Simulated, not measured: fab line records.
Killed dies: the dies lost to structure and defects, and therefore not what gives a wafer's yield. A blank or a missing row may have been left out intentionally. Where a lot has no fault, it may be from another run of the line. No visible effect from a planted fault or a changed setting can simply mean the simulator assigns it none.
Problem report in the 8D (eight disciplines) form, filled by code ; flow nand-harc ; the parts of the form that need people (team, actions taken, sign-off) are left out

1. PROBLEM STATEMENT
At NHARC_P_CONTACT_CD_MEAS_12, cd-nm averages 104.0 nm over 6 wafers from 2 lots, while fault-free wafers read 90.1 nm, standard deviation 0.94. Measured from the usual mean, that is +15 standard deviations.
The step: target cd 90 nm.
Seen first at day 12 00:47 on cd-sem-03, wafer L871.2. The record has a number at this step for 42 wafers belonging to 14 lots. The rule behind "out" and "out of limits": a value lying over 4 standard deviations away from the usual mean. The rest of the wafers with a number are treated as sound.

2. WHAT IT IS, WHAT IT ISN'T
question;is;is not
which readings at this step;cd-nm;-
which lots;L871, L872;L856, L857, L858, L860, L864, L865, L867, L868, L869, L873, L878, L879
which wafers of those lots;all that have a number;-
read on which gauges;cd-sem-01, cd-sem-03;cd-sem-02
when;from day 12 00:47;"up to then (27 sound wafers); but 9 sound wafers of L873, L878, L879 came after"

3. SUSPECTS, AND WHAT RULES EACH OUT
Counting: a tool at a process step up to the reading stays a suspect if it ran every lot that is out and no sound lot after the first of them.
- the gauge at NHARC_P_CONTACT_CD_MEAS_12: ruled out. The wafers that are out were read on 2 gauges (cd-sem-01, cd-sem-03).
- pecvd-02 at NHARC_P_CONTACT_DEP_00 (deposits SiO2, target thk 500 nm): ruled out as a lasting fault. The sound lots L873 went through it after L871, its earliest lot that is out (day 12 00:08). With no start given for some of its lots, NHARC_P_CONTACT_DEP_00 uses the hours and lot order of NHARC_P_CONTACT_CMP_01.
- litho-track-01 at NHARC_P_CONTACT_PEB_10 (peb time 65 s): kept. It processed each lot that is out, first L871 at day 12 00:43, and no sound lot thereafter; up to then, the last sound lot it processed was L869 at day 11 21:55. Its own heater-power-total-W, plate-temp-C readings are out on those wafers.
Left after counting: litho-track-01 at NHARC_P_CONTACT_PEB_10.

4. THE CAUSE (what the simulator had put in)
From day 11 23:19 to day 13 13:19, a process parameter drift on litho-track-01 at NHARC_P_CONTACT_PEB_10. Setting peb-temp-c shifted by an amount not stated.
The count eliminated every tool but this one.

5. SEQUENCE OF EFFECTS, ordered by route
One row per reading whose mean, taken over the struck wafers that have a number, lies over 3 standard deviations from the usual. Only readings whose record carries a usual standard deviation are examined. hours: median over the lots of the time between each lot's start at the first step of this table that gives one and its start at this step. sigmas: the change, counted in usual standard deviations.
hours;step;reading;usual;on struck wafers;change;sigmas
0;NHARC_P_CONTACT_PEB_10;heater-power-total-W;156.6 W;166.1;+9.5;+23
0;NHARC_P_CONTACT_PEB_10;plate-temp-C;99.98 C;104.37;+4.39;+40
0;NHARC_P_CONTACT_CD_MEAS_12;cd-nm;90.1 nm;104.0;+13.9;+15
Its process steps:
- NHARC_P_CONTACT_PEB_10: peb time 65 s.

6. WHAT WOULD HAVE CAUGHT IT SOONER
In this record the first reading out of limits at a measuring or inspecting step was taken at day 12 00:47, 1 hour after the fault began at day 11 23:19.
The tool's own readings at NHARC_P_CONTACT_PEB_10 were out on every struck wafer that the step has a row for (heater-power-total-W, plate-temp-C): an alarm limit on them would have fired on the first of those.
Among the 2 lots that are out, L872 began NHARC_P_CONTACT_PEB_10 on litho-track-01 after day 12 00:47. Putting the tool on hold at that point would have spared it.
